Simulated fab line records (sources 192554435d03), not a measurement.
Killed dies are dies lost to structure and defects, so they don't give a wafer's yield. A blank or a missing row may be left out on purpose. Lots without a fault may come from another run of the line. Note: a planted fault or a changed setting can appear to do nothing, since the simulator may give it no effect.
Matching of chambers    flow n5-finfet    N5_BEOL_M10_ETCH_65 on rie-diel-05: 4 sister chambers
The step etches SiARC in CF4, target depth 39 nm, time 65 s. 8 wafers are shown with their chamber, then 9 later ones without.

## EACH WAFER AND ITS CHAMBER
wafer   chamber  showerhead-plenum-p-Torr (Torr)  throttle-valve-pct (%)
L078.4  2        2.27                             15.45
L081.5  1        2.16                             15.88
L085.2  3        2.20                             15.81
L085.4  0        2.08                             15.27
L085.6  0        2.08                             15.26
L088.1  3        2.20                             15.81
L088.4  1        2.16                             15.91
L088.6  2        2.26                             15.48

## WAFERS WITH NO CHAMBER GIVEN
wafer   showerhead-plenum-p-Torr (Torr)  throttle-valve-pct (%)
L091.2  2.08                             15.30
L091.4  2.15                             15.95
L091.6  2.26                             15.54
L094.1  2.08                             15.30
L094.3  2.15                             15.95
L094.4  2.08                             15.29
L096.3  2.08                             15.32
L096.4  2.19                             15.34
L096.5  2.19                             15.37

## EACH ONE'S CHAMBER
wafer    from the rows above   in truth
L091.2   0                     0
L091.4   1                     1
L091.6   2                     2
L094.1   0                     0
L094.3   1                     1
L094.4   0                     0
L096.3   0                     0
L096.4   2                     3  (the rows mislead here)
L096.5   2                     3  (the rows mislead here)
Correct placement for 7 of the 9. Can't be placed from these rows: 0. 2 placed wrongly.
How it was worked out, from the rows above alone: a wafer's distance from a chamber is the root of the sum, over the readings, of the square of ((its reading less the chamber's mean) divided by the reading's scatter). The wafer belongs to the nearest chamber; if the next one is less than 2 further off, it can't be placed. The mean given for a chamber averages the wafers shown for that chamber. The scatter: take each reading less its chamber's mean, square it, sum over the shown wafers, divide by the number of wafers less the number of chambers, and take the root.
